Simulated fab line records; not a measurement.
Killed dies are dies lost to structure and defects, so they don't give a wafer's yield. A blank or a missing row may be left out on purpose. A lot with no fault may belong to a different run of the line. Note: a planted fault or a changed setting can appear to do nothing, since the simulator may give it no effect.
Chamber matching    flow n5-finfet    4 sister chambers for N5_SD_EPI_N_LINER_46 on ald-sin-03
The step material SiNx, target thk 3 nm. 4 wafers are shown with their chamber, then 9 later ones without.

EACH WAFER AND ITS CHAMBER
wafer   chamber  heater-power-w (W)
L084.5  0        935
L089.3  3        764
L089.4  2        700
L089.5  1        810

WAFERS WITHOUT THEIR CHAMBER
wafer   heater-power-w (W)
L091.1  788
L091.2  924
L091.4  823
L092.2  691
L092.3  811
L092.4  941
L097.1  650
L097.3  710
L097.4  905

WHICH CHAMBER EACH WENT THROUGH
wafer    from the rows above       in truth
L091.1   can't be placed: 1 or 3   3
L091.2   0                         0
L091.4   1                         1
L092.2   2                         2
L092.3   1                         1
L092.4   0                         0
L097.1   2                         2
L097.3   can't be placed: 2 or 3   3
L097.4   0                         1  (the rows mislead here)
Correct placement for 6 of the 9. Cannot be placed on the basis of these rows: 2; the candidates contain the true chamber in 2. Number placed wrongly: 1.
How it was worked out, from the rows above alone: a wafer's distance from a chamber is the root of the sum, over the readings, of the square of ((its reading less the chamber's mean) divided by the reading's scatter). The wafer belongs to the nearest chamber; if the next one is less than 2 further off, it can't be placed. For every chamber, the mean is computed from those of its wafers that are shown. The scatter: root of mean squared gap, hidden wafer to nearest shown wafer, with one shown wafer a chamber.
